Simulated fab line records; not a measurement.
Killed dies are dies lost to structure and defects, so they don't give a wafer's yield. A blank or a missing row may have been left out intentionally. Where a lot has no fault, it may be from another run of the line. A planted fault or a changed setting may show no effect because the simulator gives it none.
fab line records -- flow n5_finfet
record: lots: 4, wafers: 12, last_day: 18
route steps=1938 shown FIN_SAQP@114 FIN_CUT@165 BEOL_M4@1111 PASSIVATION@1936
lots with no fault: from the same line, run without faults
start_h: hours from the record's opening day to when the first of the lot's shown wafers began -- wait_h: hours since the lot's step before -- " unchanged from the row above -- L1.1+2: one row covering several wafers at once -- - value missing, or start not given -- * or withheld: withheld -- < > ~ a bound
route shown NAME@n: NAME is a module with steps in the file, n the number in the route of the first one -- usual: mean/standard deviation taken from wafers without a fault -- same: alike in all rows -- chamber/n: place in a boat -- sites: each site's reading -- _std_site: standard deviation of those values -- _edge_site: inner sites' mean taken away from outer sites' mean -- radius_mm: how far each site lies from the wafer's centre -- mask NAME#n: copy n -- behind: the most recent tool/chamber to have shaped the wafer -- hold: what put the lot on hold/how long, in hours/how the hold closed -- device: which transistor (n, p or np) failed to switch -- end of line: at the end of the route, the tests of the same wafers -- where a step has no rows: the recipe by itself -- killed: count of dies lost to structure and defects at first sort (not the wafer's yield) -- map: a wafer's dies, x killed, . not, _ none there
set.NAME: the setting the step ran with; set.NAME@STEP: the setting that earlier step ran with -- model.NAME: the simulator's own value behind a step, which no gauge read
a table for each step, a row for each wafer; lots at some steps of the route
== steps ==
step: N5_FIN_SAQP_DESCUM_21
recipe: chemistry: O2, time_s: 7.9, source_power_w: 50, bias_power_w: 20, pressure_mtorr: 20, rf_frequency_hz: 2.712e+07, temp_c: 40, resist: CAR-ArF, o2_flow_sccm: 225
step: N5_FIN_SAQP_ETCH_51
recipe: chemistry: CF4, target: SiARC, target_depth_a: 455, mask_material: CAR-ArF, time_s: 75.8, ion_energy_ev: 80, pressure_mtorr: 40, source_w: 545, bias_w: 36, Ar_flow_sccm: 100, cf4_flow_sccm: 100, ends: cleared
step: N5_FIN_SAQP_ETCH_52
recipe: chemistry: N2/H2, target: SOC, target_depth_a: 1000, overetch_a: 200, mask_material: SiARC, temp_c: 40, time_s: 150, ion_energy_ev: 200, pressure_mtorr: 30, source_w: 840, bias_w: 150, n2_flow_sccm: 200, h2_flow_sccm: 200, ends: end_point
step: N5_FIN_SAQP_STRIP_53
recipe: chemistry: N2/H2, temp_c: 40, n2_flow_sccm: 200, h2_flow_sccm: 200, rf_frequency_hz: 6e+07
step: N5_FIN_SAQP_HM_OPEN_73
recipe: chemistry: CHF3/O2, target: SiO2, stop_on: a-Si, target_depth_a: 120, over_etch_frac: 1.8, mask_material: SOC, time_s: 16.8, pressure_mtorr: 30, source_w: 650, bias_w: 170, Ar_flow_sccm: 200, CHF3_flow_sccm: 50, O2_flow_sccm: 5, ion_energy_ev: 200, ends: end_point
step: N5_FIN_SAQP_STRIP_74
recipe: chemistry: CHF3/O2, resist: SiARC, rf_frequency_hz: 6e+07
step: N5_FIN_SAQP_MANDREL_ETCH_22
recipe: target_depth_a: 600, chemistry: HBr/Cl2, target: a-Si, stop_on: SiNx, bt_time_s: 10, over_etch_frac: 0.5, time_s: 30, pressure_mtorr: 10, icp_w: 800, bias_w: 75, HBr_flow_sccm: 150, Cl2_flow_sccm: 80, ends: end_point
step: N5_FIN_SAQP_STRIP_55
recipe: chemistry: N2/H2, power_w: 500, temp_c: 40, pressure_mtorr: 50, rf_frequency_hz: 6e+07, overash_fraction: 0.3, bias_power_w: 28, h2_frac: 0.5, n2_flow_sccm: 300, h2_flow_sccm: 300
step: N5_FIN_SAQP_STRIP_23
recipe: chemistry: SPM, time_s: 750, temp_c: 130, h2so4_h2o2_vol_ratio: 4
step: N5_FIN_SAQP_SRD_66
recipe: dry: ipa_marangoni, time_s: 30, temp_c: 23, rinse_liquid: diw
step: N5_FIN_SAQP_RECESS_75
recipe: chemistry: HF/NH3, target: SiO2, target_depth_a: 144, afs_cycles: 3, temp_c: 30, sublimation_temp_c: 180, sublimation_time_s: 60
usual: drypump_motor_current_A: 5.9/0.35, temp_c: 30.00/0.11
lot.wafer,tool,chamber,start_h,wait_h,drypump_motor_current_A,temp_c
L392.1,vapor_etch-01,1,114.28,0.0,5.6,30.07
L392.3,vapor_etch-01,0,114.28,0.0,5.4,29.99
L392.5,vapor_etch-01,1,114.28,0.0,5.7,30.12
L394.1,vapor_etch-01,0,126.40,0.0,5.4,29.99
L394.2,vapor_etch-01,1,126.40,0.0,5.6,30.10
L394.3,vapor_etch-01,0,126.40,0.0,5.4,30.11
L395.3,vapor_etch-01,1,130.66,0.1,5.6,30.03
L395.5,vapor_etch-01,1,130.66,0.1,5.6,30.06
L395.6,vapor_etch-01,0,130.66,0.1,5.5,30.15
L400.2,vapor_etch-01,0,159.68,0.0,5.4,29.98
L400.3,vapor_etch-01,0,159.68,0.0,5.4,29.82
L400.5,vapor_etch-01,1,159.68,0.0,5.7,29.88
step: N5_FIN_SAQP_SPACER1_ALD_24
recipe: material: SiO2, target_thk_a: 203, temp_c: 300, ald_precursor_family: BDEAS, ald_co_reactant: O2-plasma, pulse_time_s: 1, purge_time_s: 2, co_reactant_purge_time_s: 2, ald_cycles: 218, pressure_torr: 2
step: N5_FIN_SAQP_SPACER1_ETCHBACK_25
recipe: chemistry: CHF3/O2, mode: anisotropic_etchback, target: SiO2, target_depth_a: 244, time_s: 12.2, pressure_mtorr: 30, source_w: 650, bias_w: 170, Ar_flow_sccm: 200, CHF3_flow_sccm: 50, O2_flow_sccm: 5, ion_energy_ev: 200
step: N5_FIN_SAQP_MANDREL1_REMOVE_56
recipe: chemistry: HBr/Cl2/O2, bt_time_s: 10, target: a-Si, stop_on: SiNx, endpoint: OES-SiCl, over_etch_frac: 1, icp_w: 600, bias_w: 22, HBr_flow_sccm: 150, Cl2_flow_sccm: 80, O2_flow_sccm: 5, pressure_mtorr: 10
step: N5_FIN_SAQP_ETCH_57
recipe: chemistry: CH3F/O2, target: SiNx, mask_material: SiO2, target_depth_a: 325, time_s: 46.4, pressure_mtorr: 30, source_w: 395, bias_w: 73, Ar_flow_sccm: 150, CH3F_flow_sccm: 30, O2_flow_sccm: 20, ion_energy_ev: 120, ends: cleared
step: N5_FIN_SAQP_ETCH_65
recipe: chemistry: CF4, target: SiO2, target_depth_a: 40, ion_energy_ev: 350, time_s: 4.4, pressure_mtorr: 10, icp_w: 800, bias_w: 400, cf4_flow_sccm: 80
step: N5_FIN_SAQP_MANDREL_ETCH_58
recipe: chemistry: HBr/Cl2, target: a-Si, target_depth_a: 450, bt_time_s: 10, stop_on: SiNx, mask_material: SiO2, over_etch_frac: 0.8, time_s: 27, pressure_mtorr: 10, icp_w: 800, bias_w: 75, HBr_flow_sccm: 150, Cl2_flow_sccm: 80, ends: end_point
step: N5_FIN_SAQP_RECESS_63
recipe: chemistry: HF/NH3, target: SiO2, target_depth_a: 180, afs_cycles: 3, temp_c: 30, sublimation_temp_c: 180, sublimation_time_s: 60
step: N5_FIN_SAQP_COAT_68
recipe: resist: SOC, temp_c: 250, time_s: 60, spin_rpm: 1500, resist_thk_nm: 100
step: N5_FIN_SAQP_ETCH_69
recipe: chemistry: N2/H2, target: SOC, target_depth_a: 1500, stop_on: SiNx, ion_energy_ev: 100, bias_w: 61, pressure_mtorr: 30, source_w: 850, n2_flow_sccm: 200, h2_flow_sccm: 200
step: N5_FIN_SAQP_ETCH_67
recipe: chemistry: CH3F/O2, target: SiNx, target_depth_a: 300, mask_material: SOC, pressure_mtorr: 30, source_w: 395, bias_w: 73, Ar_flow_sccm: 150, CH3F_flow_sccm: 30, O2_flow_sccm: 20, ion_energy_ev: 120
step: N5_FIN_SAQP_STRIP_70
recipe: chemistry: N2/H2, power_w: 500, temp_c: 40, pressure_mtorr: 50, rf_frequency_hz: 6e+07, overash_fraction: 0.3, bias_power_w: 28, h2_frac: 0.5, n2_flow_sccm: 300, h2_flow_sccm: 300
step: N5_FIN_SAQP_RECESS_71
recipe: chemistry: HF/NH3, target: SiO2, target_depth_a: 30, afs_cycles: 1, temp_c: 30, sublimation_temp_c: 180, sublimation_time_s: 60
step: N5_FIN_SAQP_SPACER2_ALD_28
recipe: material: SiO2, target_thk_a: 81, temp_c: 300, ald_precursor_family: BDEAS, ald_co_reactant: O2-plasma, pulse_time_s: 1, purge_time_s: 2, co_reactant_purge_time_s: 2, pressure_torr: 2
step: N5_FIN_SAQP_SPACER2_ETCHBACK_29
recipe: chemistry: CHF3/O2, mode: anisotropic_etchback, target: SiO2, target_depth_a: 122, time_s: 6.1, pressure_mtorr: 30, source_w: 650, bias_w: 170, Ar_flow_sccm: 200, CHF3_flow_sccm: 50, O2_flow_sccm: 5, ion_energy_ev: 200
step: N5_FIN_SAQP_MANDREL2_REMOVE_60
recipe: chemistry: HBr/Cl2/O2, bt_time_s: 10, target: a-Si, stop_on: SiNx, endpoint: OES-SiCl, over_etch_frac: 1, icp_w: 600, bias_w: 22, HBr_flow_sccm: 150, Cl2_flow_sccm: 80, O2_flow_sccm: 5, pressure_mtorr: 10
step: N5_FIN_SAQP_HM_OPEN_33
recipe: chemistry: CH3F/O2, target: SiNx, mask_material: SiO2, target_depth_a: 494, time_s: 70.6, pressure_mtorr: 30, source_w: 395, bias_w: 73, Ar_flow_sccm: 150, CH3F_flow_sccm: 30, O2_flow_sccm: 20, ion_energy_ev: 120, ends: cleared
step: N5_FIN_SAQP_ETCH_34
recipe: chemistry: C4F6/O2, target: SiO2, target_depth_a: 450, time_s: 15, ion_energy_ev: 250, pressure_mtorr: 30, source_w: 345, bias_w: 185, Ar_flow_sccm: 300, C4F6_flow_sccm: 10, O2_flow_sccm: 10, ends: cleared
step: N5_FIN_SAQP_STRIP_77
recipe: chemistry: N2/H2, time_s: 90, power_w: 100, temp_c: 40, pressure_mtorr: 100, rf_frequency_hz: 6e+07, bias_power_w: 3, n2_flow_sccm: 300, h2_flow_sccm: 300
step: N5_FIN_SAQP_ETCH_64
recipe: chemistry: CF4, target: SiO2, target_depth_a: 15, ion_energy_ev: 350, pressure_mtorr: 10, icp_w: 800, bias_w: 400, cf4_flow_sccm: 80
step: N5_FIN_SAQP_FIN_ETCH_36
recipe: chemistry: HBr/Cl2/O2, target_depth_a: 1200, mask_material: SiNx, time_s: 50.4, bias_w: 102, pressure_mtorr: 10, icp_w: 800, HBr_flow_sccm: 150, Cl2_flow_sccm: 80, O2_flow_sccm: 12
step: N5_FIN_SAQP_PRECLEAN_38
recipe: chemistry: O3/DIW, time_s: 45, temp_c: 22, o3_ppm: 10
step: N5_FIN_SAQP_PRECLEAN_45
recipe: chemistry: dHF, time_s: 10, dilution: 500:1, temp_c: 25
step: N5_FIN_SAQP_SRD_39
recipe: dry: ipa_marangoni, time_s: 30, temp_c: 23, rinse_liquid: diw
step: N5_FIN_SAQP_INSPECT_40
recipe: inspect_instrument: brightfield, mode: aei
usual: raw_defect_count: 233/72
lot.wafer,tool,chamber,start_h,wait_h,raw_defect_count
L392.1,defect_inspect-01,-,118.12,0.0,211
L392.3,defect_inspect-01,-,118.12,0.0,174
L392.5,defect_inspect-01,-,118.12,0.0,148
L394.1,defect_inspect-01,-,130.07,0.0,198
L394.2,defect_inspect-01,-,130.07,0.0,190
L394.3,defect_inspect-01,-,130.07,0.0,202
L395.3,defect_inspect-01,-,134.58,0.0,1079
L395.5,defect_inspect-01,-,134.58,0.0,990
L395.6,defect_inspect-01,-,134.58,0.0,112
L400.2,defect_inspect-02,-,163.92,0.0,273
L400.3,defect_inspect-02,-,163.92,0.0,288
L400.5,defect_inspect-02,-,163.92,0.0,1207
step: N5_FIN_CUT_INSPECT_10
recipe: mode: adi, inspect_instrument: brightfield
usual: raw_defect_count: 43/13
lot.wafer,tool,chamber,start_h,wait_h,raw_defect_count
L392.1,defect_inspect-02,-,118.51,0.1,57
L392.3,defect_inspect-02,-,118.51,0.1,46
L392.5,defect_inspect-02,-,118.51,0.1,38
L394.1,defect_inspect-02,-,130.58,0.1,54
L394.2,defect_inspect-02,-,130.58,0.1,38
L394.3,defect_inspect-02,-,130.58,0.1,43
L395.3,defect_inspect-02,-,134.97,0.0,903
L395.5,defect_inspect-02,-,134.97,0.0,852
L395.6,defect_inspect-02,-,134.97,0.0,23
L400.2,defect_inspect-01,-,164.44,0.0,29
L400.3,defect_inspect-01,-,164.44,0.0,47
L400.5,defect_inspect-01,-,164.44,0.0,936
step: N5_BEOL_M4_RC_MEAS_101
usual: DIBL_N: 35.9/1.4, DIBL_P: 35.9/1.7, IOFF_N: 0.160/0.026, IOFF_P: 0.21/0.036, ION_N: 672/11, ION_P: 461/8.1, SS_N: 71.4/0.54, SS_P: 73.2/0.67, VT_N: 249.3/2.7, VT_P: -250/3.9
lot.wafer,tool,chamber,start_h,wait_h,DIBL_N[mV/V],DIBL_P[mV/V],IOFF_N[nA/um],IOFF_P[nA/um],ION_N[uA/um],ION_P[uA/um],SS_N[mV/dec],SS_P[mV/dec],VT_N[mV],VT_P[mV]
L392.1,prober-02,0,254.92,0.0,33.2,33.0,0.127,0.14,662,451,70.4,72.6,252.5,-257
L392.3,prober-02,0,254.92,0.0,35.3,35.4,0.143,0.15,667,451,71.1,73.0,251.1,-258
L392.5,prober-02,0,254.92,0.0,34.4,34.5,0.135,0.15,663,450,71.1,72.9,250.8,-258
L394.1,prober-02,0,260.94,0.0,35.9,34.7,0.152,0.22,664,459,71.1,73.4,249.3,-249
L394.2,prober-02,0,260.94,0.0,37.0,36.9,0.172,0.27,663,461,71.4,73.1,246.3,-247
L394.3,prober-02,0,260.94,0.0,35.3,35.3,0.155,0.24,676,473,70.9,72.8,247.6,-245
L395.3,prober-01,0,276.71,0.3,33.5,34.0,0.117,0.17,658,454,71.0,71.9,252.2,-251
L395.5,prober-01,0,276.71,0.3,36.8,36.8,0.183,0.21,661,453,72.2,72.8,247.1,-247
L395.6,prober-01,0,276.71,0.3,35.8,35.9,0.159,0.20,665,457,71.8,72.4,249.5,-250
L400.2,prober-02,0,316.42,0.2,39.0,40.0,0.214,0.25,680,464,72.3,74.7,247.5,-248
L400.3,prober-02,0,316.42,0.2,38.4,39.7,0.194,0.24,668,459,71.7,74.4,249.7,-250
L400.5,prober-02,0,316.42,0.2,35.8,36.9,0.151,0.19,663,456,71.6,73.2,252.8,-254
step: N5_PASSIVATION_PROBE_49
usual: defect_limited_yield: 90.9/1.5, killed_at_M0_to_M3: 35/10, killed_at_M4_up: 14/5.2, killed_at_contacts: 13/7.3, killed_at_front_end: 42/12, killed_at_other: 3.4/2.5, killed_dies: 108/18, killed_open: 70/13, killed_short: 35/8, sort_bin_5_function: 5.4/1, sort_bin_6_memory: 3.4/0.71, sort_n_pass: 1072/18, sort_yield_pct: 90.9/1.5
same: gross_dies: 1180, killed_at_back_side: 0, sort_bin_4_leakage[%]: 0, sort_bin_8_speed[%]: 0
lot.wafer,tool,chamber,start_h,wait_h,defect_limited_yield[%],killed_at_M0_to_M3,killed_at_M4_up,killed_at_contacts,killed_at_front_end,killed_at_other,killed_dies,killed_open,killed_short,sort_bin_5_function[%],sort_bin_6_memory[%],sort_n_pass,sort_yield_pct[%]
L395.3,prober-02,-,382.09,0.1,78.4,28,14,15,193,5,255,68,39,12.8,4.8,925,78.4
L395.5,prober-02,-,382.19,0.2,79.9,21,10,9,194,3,237,55,34,12.9,3.3,943,79.9
L400.5,prober-02,-,430.13,0.2,78.6,35,14,35,165,3,252,84,36,12.9,5.3,928,78.6
killed by level:class
L395.3 FIN_SAQP:unspecified=143 STI_FIN_REVEAL:geometric_particle:open=15 FIN_SAQP:geometric_particle:short=10 MOL_CONTACT_COAG:geometric_particle:open=9 FIN_SAQP:geometric_particle:open=7 BEOL_M1:geometric_particle:open=7 MOL_CONTACT_COAG:geometric_particle:short=6 BEOL_M0_SAQP:geometric_particle:open=6
L395.5 FIN_SAQP:unspecified=136 STI_FIN_REVEAL:geometric_particle:open=12 HKMG_FIN:area_etch=8 GATE_CUT:geometric_particle:open=6 BEOL_M1:geometric_particle:short=6 DUMMY_GATE:geometric_particle:open=5 GATE_CUT:geometric_particle:short=5 MOL_CONTACT_COAG:geometric_particle:open=5
L400.5 FIN_SAQP:unspecified=130 MOL_CONTACT_COAG:geometric_particle:open=30 BEOL_M0_SAQP:geometric_particle:open=10 STI_FIN_REVEAL:geometric_particle:open=9 FIN_SAQP:geometric_particle:open=8 BEOL_M0_SAQP:geometric_particle:short=7 STI_FIN_REVEAL:geometric_particle:short=6 MOL_CONTACT_COAG:geometric_particle:short=5
map L395.3 (x killed, . not)
_________________............________________
______________.................x_____________
___________.........x......x.......__________
__________.........x................_________
________...x....x...x........x........_______
_______.x..x.....x......x...........x..______
______...x.....x.x.....x......x.x.....x._____
_____.....xxxx.xx.x.............x........____
____......xxx.xxx.xx......x...x.x..x..x...___
___.....xxxxxxxxxxxxxx..........x........x.__
___....xxxxxxxxxxxxx.xx......x..x......x...__
__.......xxxxxxxxxxxxxxx......xx.x.......x.._
__...x..xx.xxxxxxxxxx.x.x..................._
_...x..xxxxxxxxxxxxxxx......................x
_.....xxxx.xxxxxxxxxxxxx.........x..x.....x..
_.....xxx..xxxxxxxxxxx.......x...............
_x...x..xx.xxxxxxxxxxx...x..x...........x....
_.........xxxxxxxxx.x....x.x....x.....x.x...x
_..x..xx..xxx.xx.xxx.........................
_.....x.....x.....x.......x.........x........
_.............x............x.................
__..............x........x..............x..._
__.....x..........................x..xx....x_
___.................................xx.x...__
___............x..................x...x..x.__
____...x..x........x....x...........x.....___
_____......................x............x____
______...x...x........x.............x..x_____
_______.x....x..................xx.....______
________...........................xx._______
__________..............x.x........._________
___________.....x...............x.x__________
______________..xx....x........._____________
_________________...........x________________
map L400.5 (x killed, . not)
_________________............________________
______________..x..x............_____________
___________.......x.x....x.......x.__________
__________..........x...x..........._________
________.........x...x.x....x..x......_______
_______x.x........x.............x..xx.x______
______......x..x.........xx.x..x........_____
_____...........x.x...x.............x.xx.____
____...x.....xxx.xxx.x........x...........___
___x......xxxxxxxxxxxxx....................__
___...x..xxxxxxxxxxxxxx....................__
__x.....xxxxxxxxxxxxx..xx.......x..........._
__.xx...xxxxxxxxxxxxxxxxx.x................._
_.......xxxxxxxxxxxxxx.x..x..........x.......
_......xxxxxxxxxxxxxxx..xx...................
_........xxxxxxxxxxxxx.x..x......x.x.........
_......xxxxxxxxxxxxxx...x..........x.........
_...x....xx..xxxxxx.............x...x........
_....x....xx..xxxx...x..........x.........x..
_.....x.x...x.x....x....x....x.......x.......
_............x..xx...........................
__..x..x.....x.x...x...................x...._
__............xx..x...............x........._
___......x..................x.....x..x.x.x.__
___......................x........x.......x__
____.......x...xx......x..................___
_____.................x..x..x........x...____
______..x.x.x..............x.x..x......._____
_______..x..............xx........x.x..______
________........x..........x..x......._______
__________.......xx................._________
___________...............x....x...__________
______________.................._____________
_________________........x...________________
== key ==
first_sign: step: N5_FIN_SAQP_INSPECT_40, reading: raw_defect_count, direction: up, sigmas: 12, usual: 233, struck: 1092
effect: step: N5_FIN_CUT_INSPECT_10, reading: raw_defect_count, direction: up, sigmas: 64, usual: 43, struck: 897
effect: step: N5_PASSIVATION_PROBE_49, reading: killed_at_front_end, direction: up, sigmas: 12, usual: 42, struck: 184
more_kills_born_at: N5_FIN_SAQP_RECESS_75@vapor_etch-01: 409
met_at N5_FIN_SAQP_RECESS_75
struck_wafers L395.3,L395.5,L400.5
onset_between 126.40 130.66
fault: kind: chamber_particle_source, tool: vapor_etch-01, chamber: 1, onset_h: 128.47, steps: N5_FIN_SAQP_RECESS_75, rate_per_visit_cm2: 1.2861, end_h: 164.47
